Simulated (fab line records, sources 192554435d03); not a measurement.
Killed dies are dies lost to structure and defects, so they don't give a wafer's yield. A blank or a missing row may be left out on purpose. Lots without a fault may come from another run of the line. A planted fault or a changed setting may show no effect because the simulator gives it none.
fab line records | flow n5_finfet
record lots=7 wafers=21
route steps=1938 shown DUMMY_GATE@224 SD_EPI_N@288 SD_EPI_P@321 SD_ACTIVATION@330 SDB@349 HKMG_FIN@403 GATE_CUT@477 MOL_CONTACT_COAG@537
start_h: hours from the record's first day to the start of the lot's first wafer shown | wait_h: hours since the lot's step before | " the same as in the row above | L1.1+2: a row that stands for several wafers | - no value, or no start given | * or withheld: withheld | < > ~ a bound
route shown NAME@n: a module of which the file shows steps, and the number in the route of the first | usual: mean/standard deviation of fault-free wafers | same: alike in all rows | chamber/n: place in a boat | sites: the reading at each site | _std_site: their standard deviation | _edge_site: outer sites' mean less inner sites' | radius_mm: how far each site lies from the wafer's centre | mask NAME#n: copy n | behind: the tool/chamber that last shaped the wafer | hold: why the lot was held/for how many hours/how that ended | device: the transistor (n, p or np) that didn't switch | end of line: the same wafers' tests at the end of the route | a step without rows: its recipe alone | killed: dies lost to structure and defects at the first sort, not the wafer's yield | map: a wafer's dies, x killed, . not, _ none there
set.NAME: the setting as run; set.NAME@STEP: as run at that earlier step | model.NAME: the simulator's own value behind a step, which no gauge read
lots whose settings were changed on purpose; a table a step, a row a wafer
## steps
# step N5_DUMMY_GATE_COAT_28
# recipe resist=underlayer temp_c=205 time_s=60 spin_rpm=1500 resist_thk_nm=10
# columns lot.wafer tool chamber start_h wait_h set.spin_rpm model.underlayer_of_DUMMY_GATE_COAT_28.thk_nm
L079.1+4+5 litho_track-03 0 - - 1500 10
L081.2 litho_track-04 0 - - 1440 10.2
L081.3+6 " 0 " " 1500 10
L083.1+3 litho_track-03 0 - - 1346 10.6
L083.5 " 0 " " 1500 10
L086.3+5+6 litho_track-03 0 - - 1500 10
L090.1+5+6 litho_track-01 0 - - 1500 10
L091.1+2+5 litho_track-03 0 - - 1500 10
L092.4+5+6 litho_track-03 0 - - 1500 10
# step N5_SD_EPI_N_EPI_21
# recipe material=Si:P dopant=P temp_c=680 pressure_torr=255 time_s=690
# columns lot.wafer tool chamber start_h wait_h set.time_s model.Si-P_of_SD_EPI_N_EPI_21.thk_nm
L079.1 epi_rpcvd-01 0 80.28 0.1 690 59.4
L079.4 " 0 " " 690 59.2
L079.5 " 0 " " 690 59
L081.2+6 epi_rpcvd-01 0 92.36 0.4 602.5 53.6
L081.3 " 0 " " 690 58
L083.1 epi_rpcvd-01 0 105.02 0.1 690 59.8
L083.3 " 0 " " 690 60
L083.5 " 0 " " 690 59.6
L086.3+5+6 epi_rpcvd-02 0 132.39 1.2 690 58.2
L090.1 epi_rpcvd-03 0 147.01 0.2 566.2 53.2
L090.5 " 0 148.51 1.5 566.2 52.6
L090.6 " 0 " " 690 60.4
L091.1 epi_rpcvd-03 0 151.67 0.2 690 60.2
L091.2 " 0 " " 690 59.8
L091.5 " 0 153.16 1.5 597.7 54
L092.4 epi_rpcvd-03 0 161.86 1.2 690 59.2
L092.5 " 0 " " 690 58.4
L092.6 " 0 " " 690 59.4
# step N5_SD_EPI_N_EPI_MEAS_23
# recipe mode=xrd
# usual thk_nm=59.0/1.2
# columns lot.wafer tool chamber start_h wait_h set.time_s@SD_EPI_N_EPI_21 thk_nm
L079.1 film_metro-02 - 82.00 1.4 690 57.7
L079.4 " - " " 690 60.0
L079.5 " - " " 690 58.4
L081.2 film_metro-01 - 93.80 1.2 602.5 52.2
L081.3 " - " " 690 56.8
L081.6 " - " " 602.5 52.9
L083.1 film_metro-02 - 106.74 1.4 690 60.8
L083.3 " - " " 690 60.2
L083.5 " - " " 690 58.8
L086.3 film_metro-02 - 134.42 1.5 690 58.7
L086.5 " - " " 690 57.1
L086.6 " - " " 690 58.9
L090.1 film_metro-01 - 149.29 1.9 566.2 53.3
L090.5 " - " " 566.2 52.5
L090.6 " - " " 690 59.1
L091.1 film_metro-01 - 153.94 1.9 690 60.8
L091.2 " - " " 690 58.9
L091.5 " - " " 597.7 53.3
L092.4 film_metro-02 - 163.03 0.8 690 59.8
L092.5 " - " " 690 58.0
L092.6 " - " " 690 58.8
# step N5_SD_EPI_N_PRECLEAN_49
# recipe chemistry=NF3:NH3 afs_cycles=1 temp_c=30 time_s=20 sublimation_temp_c=180 sublimation_time_s=60 pressure_torr=3 rf_power_w=30
# columns lot.wafer tool chamber start_h wait_h set.time_s
L079.1+4+5 remote_plasma-01 0 82.10 0.0 20
L081.2 remote_plasma-02 1 93.93 0.1 22.68
L081.3+6 " 1 " " 20
L083.1 remote_plasma-01 0 106.84 0.0 17.64
L083.3+5 " 0 " " 20
L086.3 remote_plasma-01 0 134.75 0.1 20
L086.5+6 " 0 " " 16.35
L090.1+5+6 remote_plasma-01 1 149.40 0.0 20
L091.1+5 remote_plasma-01 1 154.05 0.0 20
L091.2 " 1 " " 16.36
L092.4+5+6 remote_plasma-02 1 163.21 0.1 20
# step N5_SD_EPI_N_LINER_46
# recipe material=SiNx target_thk_a=30 temp_c=400 ald_precursor_family=SiH2I2 ald_co_reactant=N2/H2-plasma pressure_torr=2
# step N5_SD_EPI_P_EPI_21
# recipe material=SiGe:B dopant=B temp_c=550 pressure_torr=20 ambient=H2 time_s=355
# step N5_SD_EPI_P_HM_STRIP_48
# recipe chemistry=H3PO4 temp_c=160 material=SiNx target=SiNx target_depth_a=30 overetch_fraction=0.3
# columns lot.wafer tool chamber start_h wait_h set.time_s@SD_EPI_N_EPI_21 model.Si-P_of_SD_EPI_N_EPI_21.thk_nm
L079.1+4 wet_bench-02 5,2 86.62 0.0 690 58.6
L079.5 " 7 " " 690 58.2
L081.2+6 wet_bench-06 7,4 99.01 0.0 602.5 53
L081.3 " 3 " " 690 57.4
L083.1 wet_bench-05 1 113.42 0.0 690 59
L083.3 " 2 " " 690 59.4
L083.5 " 0 " " 690 58.8
L086.3+5+6 wet_bench-02 2,5,1 140.54 0.0 690 57.6
L090.1 wet_bench-02 2 153.81 0.0 566.2 52.6
L090.5 " 6 " " 566.2 52
L090.6 " 4 " " 690 59.6
L091.1 wet_bench-06 6 158.59 0.0 690 59.4
L091.2 " 2 " " 690 59.2
L091.5 " 3 " " 597.7 53.4
L092.4+6 wet_bench-05 2,3 167.98 0.0 690 58.6
L092.5 " 7 " " 690 57.8
# step N5_SD_EPI_P_SRD_49
# recipe dry=ipa_marangoni time_s=30 temp_c=23 rinse_liquid=diw
# step N5_SD_EPI_P_PRECLEAN_24
# recipe chemistry=O3/DIW time_s=45 temp_c=22 o3_ppm=10
# step N5_SD_ACTIVATION_RTA_00
# recipe temp_c=975 time_s=0 ambient=N2 idle_temp_c=600 ramp_up_c_per_s=150 ramp_down_c_per_s=60 cool_to_c=600
# step N5_SD_ACTIVATION_LSA_01
# recipe temp_c=1080 time_s=0.0008 ambient=N2
# step N5_SD_ACTIVATION_RS_MEAS_03
# recipe thk_meas_gauge=four-point-probe
# usual RS_SD_N=21.90/0.29 RS_SD_P=56.4/1
# columns lot.wafer tool chamber start_h wait_h set.time_s@SD_EPI_N_EPI_21 RS_SD_N[ohm/sq] RS_SD_P[ohm/sq]
L079.1 film_metro-01 - 87.19 0.2 690 21.77 56.0
L079.4 " - " " 690 21.80 55.8
L079.5 " - " " 690 21.94 55.6
L081.2 film_metro-02 - 99.75 0.2 602.5 23.87 55.8
L081.3 " - " " 690 22.32 56.0
L081.6 " - " " 602.5 24.04 55.4
L083.1 film_metro-02 - 114.06 0.2 690 21.69 57.4
L083.3 " - " " 690 21.62 57.9
L083.5 " - " " 690 21.84 57.4
L086.3 film_metro-02 - 141.17 0.2 690 22.35 57.8
L086.5 " - " " 690 22.23 56.6
L086.6 " - " " 690 22.26 56.6
L090.1 film_metro-01 - 154.38 0.2 566.2 24.23 57.4
L090.5 " - " " 566.2 24.85 57.3
L090.6 " - " " 690 21.45 58.0
L091.1 film_metro-01 - 159.16 0.2 690 21.52 55.9
L091.2 " - " " 690 21.76 56.5
L091.5 " - " " 597.7 24.09 56.2
L092.4 film_metro-02 - 168.61 0.1 690 21.60 58.3
L092.5 " - " " 690 22.12 58.3
L092.6 " - " " 690 21.82 57.2
# step N5_SDB_COAT_04
# recipe resist=SiARC temp_c=220 time_s=60 spin_rpm=1500 resist_thk_nm=18
# columns lot.wafer tool chamber start_h wait_h set.spin_rpm model.SiARC_of_SDB_COAT_04.thk_nm
L079.1+4+5 litho_track-04 0 - - 1500 18
L081.2 litho_track-04 0 - - 1345 19
L081.3+6 " 0 " " 1500 18
L083.1 litho_track-05 0 - - 1500 18
L083.3+5 " 0 " " 1408 18.6
L086.3+5+6 litho_track-05 0 - - 1642 17.2
L090.1+6 litho_track-04 0 - - 1500 18
L090.5 " 0 " " 1396 18.6
L091.1+2 litho_track-01 0 - - 1429 18.4
L091.5 " 0 " " 1500 18
L092.4+5+6 litho_track-05 0 - - 1500 18
# step N5_SDB_COAT_05
# recipe resist=CAR-ArF spin_rpm=1500 resist_thk_nm=90
# step N5_SDB_EBR_07
# recipe solvent=PGMEA ebr_width_mm=1.5
# step N5_SDB_DESCUM_16
# recipe chemistry=O2 time_s=7.9 source_power_w=50 bias_power_w=20 pressure_mtorr=20 rf_frequency_hz=2.712e+07 temp_c=40 resist=CAR-ArF o2_flow_sccm=225
# step N5_SDB_ETCH_17
# recipe chemistry=CF4 target=SiARC target_depth_a=234 mask_material=CAR-ArF time_s=39 ion_energy_ev=80 pressure_mtorr=40 source_w=545 bias_w=36 Ar_flow_sccm=100 cf4_flow_sccm=100 ends=cleared
# columns lot.wafer tool chamber start_h wait_h set.spin_rpm@SDB_COAT_04 model.etch.depth_nm
L079.1 rie_diel-02 0 96.02 0.0 1500 18.05
L079.4 " 3 " " 1500 17.98
L079.5 " 0 " " 1500 17.96
L081.2 rie_diel-02 0 107.01 0.0 1345 19.09
L081.3 " 1 " " 1500 18.07
L081.6 " 2 " " 1500 18.04
L083.1 rie_diel-05 1 121.57 0.0 1500 17.97
L083.3 " 3 " " 1408 18.52
L083.5 " 3 " " 1408 18.58
L086.3 rie_diel-02 1 148.83 0.0 1642 17.18
L086.5 " 1 " " 1642 17.13
L086.6 " 2 " " 1642 17.16
L090.1 rie_diel-03 0 161.58 0.0 1500 17.99
L090.5 " 1 " " 1396 18.68
L090.6 " 0 " " 1500 18.02
L091.1 rie_diel-02 0 166.39 0.0 1429 18.44
L091.2 " 1 " " 1429 18.43
L091.5 " 0 " " 1500 17.97
L092.4 rie_diel-02 0 176.29 0.0 1500 17.98
L092.5 " 2 " " 1500 17.97
L092.6 " 3 " " 1500 18.01
# step N5_SDB_ETCH_18
# recipe chemistry=N2/H2 target=SOC target_depth_a=1000 overetch_a=200 mask_material=SiARC temp_c=40 time_s=150 ion_energy_ev=200 pressure_mtorr=30 source_w=840 bias_w=150 n2_flow_sccm=200 h2_flow_sccm=200
# columns lot.wafer tool chamber start_h wait_h set.spin_rpm@SDB_COAT_04 model.SiARC_of_SDB_COAT_04.thk_nm
L079.1+5 rie_diel-02 0 96.06 0.0 1500 12.8
L079.4 " 3 " " 1500 12.6
L081.2 rie_diel-02 0 107.05 0.0 1345 13.8
L081.3 " 1 " " 1500 13
L081.6 " 2 " " 1500 12.6
L083.1 rie_diel-05 1 121.61 0.0 1500 12.8
L083.3 " 3 " " 1408 13.4
L083.5 " 3 " " 1408 13.6
L086.3+5 rie_diel-02 1 148.87 0.0 1642 12
L086.6 " 2 " " 1642 11.8
L090.1+6 rie_diel-03 0 161.61 0.0 1500 12.6
L090.5 " 1 " " 1396 13.4
L091.1 rie_diel-02 0 166.42 0.0 1429 13.2
L091.2 " 1 " " 1429 13.4
L091.5 " 0 " " 1500 12.8
L092.4 rie_diel-02 0 176.37 0.1 1500 12.8
L092.5+6 " 2,3 " " 1500 12.6
# step N5_HKMG_FIN_ETCH_55
# recipe chemistry=N2/H2 target=SOC target_depth_a=2400 temp_c=40 time_s=300 ion_energy_ev=200 mask_material=SiARC pressure_mtorr=30 source_w=840 bias_w=150 n2_flow_sccm=200 h2_flow_sccm=200
# columns lot.wafer tool chamber start_h wait_h set.time_s model.HKMG_FIN.feature_depth_nm model.etch.depth_nm model.SiARC_of_HKMG_FIN_COAT_42.thk_nm
L079.1 rie_diel-03 3 102.04 0.0 265.5 218.2 218.2 22.2
L079.4 " 0 " " 265.5 210.2 210.2 22.4
L079.5 " 3 " " 265.5 217 217 22.4
L081.2 rie_diel-02 2 113.00 0.0 300 239.8 239.8 21
L081.3 " 0 " " 255.9 199.2 199.3 23.6
L081.6 " 1 " " 255.9 204.4 204.4 23.4
L083.1 rie_diel-02 2 127.33 0.0 355.3 285.8 285.7 18.2
L083.3 " 3 " " 300 250 249.9 20.8
L083.5 " 3 " " 355.3 297.6 297.7 18
L086.3 rie_diel-03 1 154.89 0.0 300 244.2 244.2 21.2
L086.5 " 1 " " 300 243.8 243.9 21.2
L086.6 " 0 " " 300 237.2 237.3 21
L090.1 rie_diel-03 3 167.20 0.0 336.4 274.6 274.5 18.8
L090.5 " 0 " " 300 236.2 236.2 20.6
L090.6 " 3 " " 300 244.8 244.8 20.6
L091.1 rie_diel-02 0 172.01 0.0 333.4 260 260 20.2
L091.2 " 3 " " 300 244 244.1 21
L091.5 " 2 " " 300 239 239 21.2
L092.4 rie_diel-02 1 181.91 0.0 300 233.6 233.5 21.8
L092.5 " 2 " " 300 239 239.1 21
L092.6 " 1 " " 300 232 232 22
# step N5_GATE_CUT_HM_DEP_46
# recipe material=SiO2 target_thk_a=1300 temp_c=400 precursor=TEOS/O2 pressure_torr=6.5 rf_w=900 teos_flow_sccm=161.4 gas=O2 flow_sccm=2650 time_s=26.6
# columns lot.wafer tool chamber start_h wait_h set.time_s model.SiO2_of_GATE_CUT_HM_DEP_46.thk_nm
L079.1 pecvd-03 2 113.29 0.0 27.92 137
L079.4 " 2 " " 26.6 132.6
L079.5 " 2 " " 26.6 132.2
L081.2 pecvd-03 0 124.04 0.0 23.71 117.6
L081.3 " 1 " " 23.71 115.8
L081.6 " 0 " " 26.6 133.4
L083.1 pecvd-04 0 138.82 0.0 30.18 145.2
L083.3 " 1 " " 30.18 147
L083.5 " 2 " " 26.6 130
L086.3 pecvd-03 1 168.26 0.0 25.17 124
L086.5 " 1 " " 26.6 131.8
L086.6 " 2 " " 25.17 126
L090.1+6 pecvd-02 1 178.63 0.0 26.6 129.8
L090.5 " 2 " " 26.6 128.8
L091.1 pecvd-04 0 184.63 0.0 24.37 120
L091.2 " 2 " " 26.6 128.2
L091.5 " 1 " " 24.37 121.6
L092.4 pecvd-02 2 195.08 0.1 26.6 129.4
L092.5 " 0 " " 26.6 133.2
L092.6 " 1 " " 26.6 130.2
# step N5_GATE_CUT_COAT_34
# recipe resist=SOC temp_c=250 time_s=60 spin_rpm=1500 resist_thk_nm=60
# step N5_GATE_CUT_COAT_35
# recipe resist=SiARC temp_c=220 time_s=60 spin_rpm=1500 resist_thk_nm=10
# step N5_GATE_CUT_STRIP_38
# recipe chemistry=N2/H2 temp_c=40 n2_flow_sccm=200 h2_flow_sccm=200 rf_frequency_hz=6e+07
# step N5_GATE_CUT_STRIP_39
# recipe chemistry=N2/H2 temp_c=40 n2_flow_sccm=200 h2_flow_sccm=200 rf_frequency_hz=6e+07
# step N5_GATE_CUT_HM_OPEN_40
# recipe chemistry=C4F6/O2 target=SiO2 mask_material=SiARC target_depth_a=1390 time_s=85.1 ion_energy_ev=250 pressure_mtorr=30 source_w=345 bias_w=185 Ar_flow_sccm=300 C4F6_flow_sccm=10 O2_flow_sccm=10 ends=cleared
# usual etch_rf_on_time_s=94.2/2.2
# columns lot.wafer tool chamber start_h wait_h set.time_s@GATE_CUT_HM_DEP_46 etch_rf_on_time_s model.etch.depth_nm model.SOC_of_GATE_CUT_COAT_34.thk_nm
L079.1 rie_diel-01 1 113.94 0.0 27.92 99.4 136.9 31
L079.4 " 0 " " 26.6 92.4 132.7 32.2
L079.5 " 3 " " 26.6 95.6 132.1 32.6
L081.2 rie_diel-06 3 124.66 0.0 23.71 87.0 117.7 35.4
L081.3 " 2 " " 23.71 84.0 115.8 35.8
L081.6 " 3 " " 26.6 97.7 133.3 32
L083.1 rie_diel-04 1 139.44 0.0 30.18 109.0 145.3 29.2
L083.3 " 3 " " 30.18 102.9 146.9 28.8
L083.5 " 2 " " 26.6 95.8 130 32.2
L086.3 rie_diel-04 2 169.01 0.0 25.17 90.3 124 33.8
L086.5 " 2 " " 26.6 94.9 131.8 32.2
L086.6 " 3 " " 25.17 88.4 126 33.6
L090.1 rie_diel-06 2 179.28 0.0 26.6 95.4 129.7 32.6
L090.5 " 3 " " 26.6 95.6 128.9 33
L090.6 " 0 " " 26.6 94.5 129.7 32.6
L091.1 rie_diel-04 2 185.26 0.0 24.37 87.1 120 34.6
L091.2 " 3 " " 26.6 90.4 128.3 33
L091.5 " 1 " " 24.37 89.1 121.6 34.4
L092.4 rie_diel-04 0 195.75 0.0 26.6 94.2 129.3 33.4
L092.5 " 2 " " 26.6 97.7 133.3 31.8
L092.6 " 3 " " 26.6 92.5 130.2 32.8
# step N5_GATE_CUT_STRIP_41
# recipe chemistry=CF4 resist=SiARC power_w=300 bias_power_w=75 pressure_mtorr=50 cf4_flow_sccm=150 rf_frequency_hz=6e+07
# step N5_GATE_CUT_STRIP_42
# recipe chemistry=O2 power_w=400 temp_c=40 pressure_mtorr=30 rf_frequency_hz=6e+07 bias_power_w=0 overash_fraction=0.3 o2_flow_sccm=225
# step N5_GATE_CUT_ALD_22
# recipe material=SiNx target_thk_a=160 temp_c=400 ald_precursor_family=SiH2I2 ald_co_reactant=N2/H2-plasma pulse_time_s=1 ald_cycles=320 purge_time_s=2 co_reactant_purge_time_s=2 pressure_torr=2
# step N5_GATE_CUT_CMP_23
# recipe stop_on=SiO2 t_overpolish_s=23.4 post_cmp_clean=alkaline_brush down_force_psi=2.5 platen_rpm=51.8 pad_velocity_m_s=1.0307 target_thk_nm=16
# step N5_GATE_CUT_THK_MEAS_24
# recipe reads=SiO2_of_GATE_CUT_HM_DEP_46+SiO2_flowable_of_ILD0_FCVD_FILL_01
# usual GC_FILL_THK=220.2/2.2
# columns lot.wafer tool chamber start_h wait_h set.time_s@GATE_CUT_HM_DEP_46 GC_FILL_THK[nm]
L079.1 film_metro-01 - 116.77 - 27.92 226.4
L079.4 " - " " 26.6 222.9
L079.5 " - " " 26.6 221.2
L081.2 film_metro-01 - 127.12 - 23.71 208.5
L081.3 " - " " 23.71 206.5
L081.6 " - " " 26.6 222.1
L083.1 film_metro-01 - 141.90 - 30.18 234.4
L083.3 " - " " 30.18 235.7
L083.5 " - " " 26.6 219.0
L086.3 film_metro-02 - 172.08 - 25.17 214.0
L086.5 " - " " 26.6 221.0
L086.6 " - " " 25.17 214.4
L090.1 film_metro-01 - 182.17 - 26.6 218.7
L090.5 " - " " 26.6 219.3
L090.6 " - " " 26.6 218.8
L091.1 film_metro-02 - 191.12 - 24.37 211.3
L091.2 " - " " 26.6 218.5
L091.5 " - " " 24.37 211.3
L092.4 film_metro-01 - 199.31 - 26.6 217.7
L092.5 " - " " 26.6 223.4
L092.6 " - " " 26.6 217.6
# step N5_GATE_CUT_CMP_43
# recipe material=SiO2 post_cmp_clean=rinse_only
# columns lot.wafer tool chamber start_h wait_h set.time_s@GATE_CUT_HM_DEP_46 model.SiO2_of_GATE_CUT_HM_DEP_46.thk_nm
L079.4+5 cmp-01 1 116.80 0.0 26.6 5.2
L079.1 " 2 " " 27.92 5.4
L081.2+3 cmp-03 0,1 127.15 0.0 23.71 4.4
L081.6 " 0 " " 26.6 5.2
L083.3+1 cmp-01 3,0 142.09 0.2 30.18 5.8
L083.5 " 2 " " 26.6 5
L086.3+6 cmp-01 2,1 172.27 0.2 25.17 4.8
L086.5 " 0 " " 26.6 5
L090.1+5+6 cmp-01 3,1,2 182.36 0.2 26.6 5
L091.2 cmp-03 2 191.15 0.0 26.6 5
L091.1+5 " 0,3 " " 24.37 4.6
L092.4+6 cmp-01 3 199.42 0.1 26.6 5
L092.5 " 2 " " 26.6 5.2
# step N5_MOL_CONTACT_COAG_ETCH_15
# recipe chemistry=CH3F/O2 target=SiNx target_depth_a=70 mask_material=SOC stop_on=Si:P over_etch_frac=0.75 ion_energy_ev=120 pressure_mtorr=30 source_w=395 bias_w=73 Ar_flow_sccm=150 CH3F_flow_sccm=30 O2_flow_sccm=20
# usual rf_vpp_V=298/6.7
# columns lot.wafer tool chamber start_h wait_h set.source_w rf_vpp_V
L079.1 rie_diel-03 1 118.30 0.0 447.8 275
L079.4 " 2 " " 395 297
L079.5 " 1 " " 447.8 274
L081.2 rie_diel-03 2 128.52 0.0 459.8 279
L081.3 " 3 " " 395 299
L081.6 " 0 " " 459.8 292
L083.1 rie_diel-03 3 143.59 0.0 395 300
L083.3 " 2 " " 395 297
L083.5 " 1 " " 395 291
L086.3 rie_diel-02 2 173.46 0.0 395 305
L086.5 " 2 " " 423 296
L086.6 " 3 " " 423 288
L090.1 rie_diel-05 1 183.56 0.0 395 294
L090.5 " 3 " " 463.4 272
L090.6 " 0 " " 463.4 272
L091.1 rie_diel-02 1 192.63 0.0 426.3 283
L091.2 " 0 " " 395 302
L091.5 " 3 " " 426.3 289
L092.4 rie_diel-02 1 201.21 0.0 395 293
L092.5 " 3 " " 395 298
L092.6 " 0 " " 395 300
## key
split step=N5_DUMMY_GATE_COAT_28 setting=spin_rpm stated=1500 by=wafer
response step=N5_DUMMY_GATE_COAT_28 reading=model.underlayer_of_DUMMY_GATE_COAT_28.thk_nm change=-0.0573 per=1% r=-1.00
split step=N5_SD_EPI_N_EPI_21 setting=time_s stated=690 by=wafer
response step=N5_SD_EPI_N_EPI_21 reading=model.Si-P_of_SD_EPI_N_EPI_21.thk_nm change=+0.409 per=1% r=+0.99
response step=N5_SD_EPI_N_EPI_MEAS_23 reading=thk_nm change=* per=1% r=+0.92
response step=N5_SD_EPI_P_HM_STRIP_48 reading=model.Si-P_of_SD_EPI_N_EPI_21.thk_nm change=+0.402 per=1% r=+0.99
response step=N5_SD_ACTIVATION_RS_MEAS_03 reading=RS_SD_N change=-0.165 per=1% r=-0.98
split step=N5_SD_EPI_N_PRECLEAN_49 setting=time_s stated=20 by=wafer
response none clear
split step=N5_SDB_COAT_04 setting=spin_rpm stated=1500 by=wafer
response step=N5_SDB_COAT_04 reading=model.SiARC_of_SDB_COAT_04.thk_nm change=-0.0934 per=1% r=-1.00
response step=N5_SDB_ETCH_17 reading=model.etch.depth_nm change=-0.0982 per=1% r=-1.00
response step=N5_SDB_ETCH_18 reading=model.SiARC_of_SDB_COAT_04.thk_nm change=-0.105 per=1% r=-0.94
split step=N5_HKMG_FIN_ETCH_55 setting=time_s stated=300 by=wafer
response step=N5_HKMG_FIN_ETCH_55 reading=model.HKMG_FIN.feature_depth_nm change=+2.35 per=1% r=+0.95
response step=N5_HKMG_FIN_ETCH_55 reading=model.etch.depth_nm change=+2.35 per=1% r=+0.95
response step=N5_HKMG_FIN_ETCH_55 reading=model.SiARC_of_HKMG_FIN_COAT_42.thk_nm change=-0.143 per=1% r=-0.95
split step=N5_GATE_CUT_HM_DEP_46 setting=time_s stated=26.6 by=wafer
response step=N5_GATE_CUT_HM_DEP_46 reading=model.SiO2_of_GATE_CUT_HM_DEP_46.thk_nm change=+1.23 per=1% r=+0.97
response step=N5_GATE_CUT_HM_OPEN_40 reading=etch_rf_on_time_s change=* per=1% r=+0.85
response step=N5_GATE_CUT_HM_OPEN_40 reading=model.etch.depth_nm change=+1.23 per=1% r=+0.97
response step=N5_GATE_CUT_HM_OPEN_40 reading=model.SOC_of_GATE_CUT_COAT_34.thk_nm change=-0.26 per=1% r=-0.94
response step=N5_GATE_CUT_THK_MEAS_24 reading=GC_FILL_THK change=+1.17 per=1% r=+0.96
response step=N5_GATE_CUT_CMP_43 reading=model.SiO2_of_GATE_CUT_HM_DEP_46.thk_nm change=+0.0588 per=1% r=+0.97
split step=N5_MOL_CONTACT_COAG_ETCH_15 setting=source_w stated=395 by=wafer
response step=N5_MOL_CONTACT_COAG_ETCH_15 reading=rf_vpp_V change=-1.3 per=1% r=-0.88
